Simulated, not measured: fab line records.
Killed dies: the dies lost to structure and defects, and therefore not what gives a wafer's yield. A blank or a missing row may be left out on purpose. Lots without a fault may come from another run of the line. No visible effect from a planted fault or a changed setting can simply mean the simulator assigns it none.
Chamber matching || flow n5 finfet || N5_BEOL_M7_ALD_77 on ald metal-02: 4 sister chambers
The step deposits TaN, target thk 2 nm, pulse time 2 s, purge time 3 s. 14 wafers are shown with their chamber, then 7 later ones without.

WAFERS, EACH WITH ITS CHAMBER
{"wafer": "L076.1", "chamber": 1, "heater power w (W)": 364}
{"wafer": "L076.4", "chamber": 3, "heater power w (W)": 370}
{"wafer": "L076.5", "chamber": 2, "heater power w (W)": 328}
{"wafer": "L078.1", "chamber": 0, "heater power w (W)": 470}
{"wafer": "L078.3", "chamber": 3, "heater power w (W)": 368}
{"wafer": "L078.4", "chamber": 2, "heater power w (W)": 338}
{"wafer": "L080.1", "chamber": 2, "heater power w (W)": 330}
{"wafer": "L080.4", "chamber": 1, "heater power w (W)": 364}
{"wafer": "L080.6", "chamber": 2, "heater power w (W)": 343}
{"wafer": "L084.1", "chamber": 0, "heater power w (W)": 479}
{"wafer": "L084.4", "chamber": 1, "heater power w (W)": 362}
{"wafer": "L084.6", "chamber": 2, "heater power w (W)": 335}
{"wafer": "L083.2", "chamber": 1, "heater power w (W)": 362}
{"wafer": "L083.4", "chamber": 3, "heater power w (W)": 369}

SIGNATURES (means of the wafers above)
{"reading": "heater power w", "chamber 0": 474.50, "chamber 1": 363.00, "chamber 2": 334.80, "chamber 3": 369.00, "scatter within a chamber": 4.4}
Rule: a wafer's distance from a chamber is the root of the sum, over the readings, of the square of ((its reading less the chamber's mean) divided by the reading's scatter). If the next closest chamber is less than 2 further off than the closest, the wafer can't be placed; otherwise it belongs to the closest. The scatter: take each reading less its chamber's mean, square it, sum over the shown wafers, divide by the number of wafers less the number of chambers, and take the root.

WAFERS WITH NO CHAMBER GIVEN
{"wafer": "L083.6", "heater power w (W)": 338}
{"wafer": "L092.1", "heater power w (W)": 342}
{"wafer": "L092.2", "heater power w (W)": 348}
{"wafer": "L092.6", "heater power w (W)": 348}
{"wafer": "L091.1", "heater power w (W)": 410}
{"wafer": "L091.2", "heater power w (W)": 346}
{"wafer": "L091.6", "heater power w (W)": 344}

WHICH CHAMBER EACH ONE RAN IN
{"wafer": "L083.6", "from the rows above": 2, "in truth": 2}
{"wafer": "L092.1", "from the rows above": 2, "in truth": 2}
{"wafer": "L092.2", "from the rows above": "can't be placed: 2 or 1 or 3", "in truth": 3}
{"wafer": "L092.6", "from the rows above": "can't be placed: 2 or 1 or 3", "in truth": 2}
{"wafer": "L091.1", "from the rows above": "can't be placed: 3 or 1", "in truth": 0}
{"wafer": "L091.2", "from the rows above": "can't be placed: 2 or 1", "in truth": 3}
{"wafer": "L091.6", "from the rows above": 2, "in truth": 2}
3 of 7 placed correctly. These rows do not allow placing 4 (true chamber among the candidates in 2). 0 placed wrongly.
